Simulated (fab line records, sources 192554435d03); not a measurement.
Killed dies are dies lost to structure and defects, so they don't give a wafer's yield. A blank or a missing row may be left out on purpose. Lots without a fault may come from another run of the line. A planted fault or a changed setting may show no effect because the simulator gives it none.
Split-lot experiment | flow n5_finfet | 7 lots, 21 wafers read, on a route of 1938 steps

THE SPLIT
At N5_BEOL_M12_COAT_58 (time 60 s, resist thk 89 nm), the setting spin_rpm was moved away from the recipe's 1500 rpm on 6 of the 21 wafers read, by -4.6% to +10.0%. The other wafers ran this setting at the recipe's value.

The file shows no step between the split and the reading.

THE READING
etch.depth_nm (the simulator's own value, which no gauge read), in nm, at N5_BEOL_M12_ETCH_59 (etches BARC in N2/H2, target depth 89 nm, overetch 26.7 nm, time 67.9 s). The file gives no usual value for it. The 15 wafers here that ran the recipe average 89.14 nm, standard deviation 0.28 nm.

wafer  | tool, chamber at the split | spin_rpm as run, rpm | against the recipe | etch.depth_nm, nm | against lot-mates on the recipe
L077.2 | litho_track-04, 0          | 1431                 | -4.6%              | 91.48             | +2.16
L077.4 | litho_track-04, 0          | 1500                 | recipe             | 89.32             | -
L077.6 | litho_track-04, 0          | 1431                 | -4.6%              | 91.33             | +2.01
L079.4 | litho_track-03, 0          | 1455                 | -3.0%              | 90.51             | +1.23
L079.5 | litho_track-03, 0          | 1500                 | recipe             | 89.28             | -
L079.6 | litho_track-03, 0          | 1455                 | -3.0%              | 90.36             | +1.08
L074.3 | litho_track-05, 0          | 1500                 | recipe             | 89.04             | -
L074.4 | litho_track-05, 0          | 1500                 | recipe             | 88.97             | -
L074.6 | litho_track-05, 0          | 1500                 | recipe             | 88.87             | -
L082.1 | litho_track-05, 0          | 1500                 | recipe             | 89.32             | -
L082.5 | litho_track-05, 0          | 1500                 | recipe             | 89.4              | -
L082.6 | litho_track-05, 0          | 1500                 | recipe             | 89.1              | -
L085.3 | litho_track-03, 0          | 1650                 | +10.0%             | 84.87             | -4.22
L085.4 | litho_track-03, 0          | 1500                 | recipe             | 89.09             | -
L085.6 | litho_track-03, 0          | 1650                 | +10.0%             | 84.89             | -4.20
L087.4 | litho_track-03, 0          | 1500                 | recipe             | 89.12             | -
L087.5 | litho_track-03, 0          | 1500                 | recipe             | 89.64             | -
L087.6 | litho_track-03, 0          | 1500                 | recipe             | 89.62             | -
L092.1 | litho_track-05, 0          | 1500                 | recipe             | 88.84             | -
L092.4 | litho_track-05, 0          | 1500                 | recipe             | 88.62             | -
L092.5 | litho_track-05, 0          | 1500                 | recipe             | 88.93             | -

THE FIT
A straight line over all 21 wafers: etch.depth_nm changes by -0.438 nm for each +1% of spin_rpm; r = -0.99; the points scatter about the line by 0.26 nm.
The same after taking each lot's own level away (the mean of its wafers on the recipe; 21 wafers): -0.424 nm for each +1%; r = -1.00; scatter 0.14 nm.
On that fit, the largest move of spin_rpm shifts the reading by 4.2 nm.
The lots' own levels span 88.797 to 89.460 nm, that is 2.4 times the standard deviation above.
So the lot-to-lot level changes the slope little: the two slopes agree.
Check: with one of the wafers moved furthest among these (+10.0%) left out of the fit, the line predicts -4.24 nm for it against its lot-mates. It came out at -4.22 nm against them.

OTHER SPLITS ON THESE WAFERS
These wafers also went through other splits before the reading. Each is held against what the fit with the lots' levels taken away leaves over:
other split on the same wafers      | wafers away from the commonest value | r with etch.depth_nm (lot level and that fit taken away)
N5_BEOL_M8_ETCH_65 source_w         | 8                                    | +0.11
N5_BEOL_M8_ETCH_66 source_w         | 7                                    | +0.02
N5_BEOL_M9_EXPOSE_25 dose_mj        | 9                                    | -0.19
N5_BEOL_M10_VIA_ETCH_34 time_s      | 8                                    | -0.22
N5_BEOL_M10_TRENCH_ETCH_37 source_w | 6                                    | +0.24
N5_BEOL_M11_ETCH_62 time_s          | 8                                    | -0.28
N5_BEOL_M11_EXPOSE_25 dose_mj       | 6                                    | -0.12

THE WHOLE CHAIN: every reading that the file lists as answering this split, in the file's order
step                 | what it does                                                            | reading                                                                          | change (the file's fit)               | r (the file's)
N5_BEOL_M12_COAT_58  | time 60 s, resist thk 89 nm                                             | BARC_of_BEOL_M12_COAT_58.thk_nm (the simulator's own value, which no gauge read) | -0.423 nm for each +1% of the setting | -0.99
N5_BEOL_M12_ETCH_59  | etches BARC in N2/H2, target depth 89 nm, overetch 26.7 nm, time 67.9 s | etch.depth_nm (the simulator's own value, which no gauge read)                   | -0.423 nm for each +1% of the setting | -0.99
N5_BEOL_M12_STRIP_64 | strips in N2/H2                                                         | strip_time_to_endpoint_s                                                         | withheld for each +1% of the setting  | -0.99

THE FILE'S OWN FIT
etch.depth_nm changes by -0.423 nm for each +1% of spin_rpm, r = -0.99.
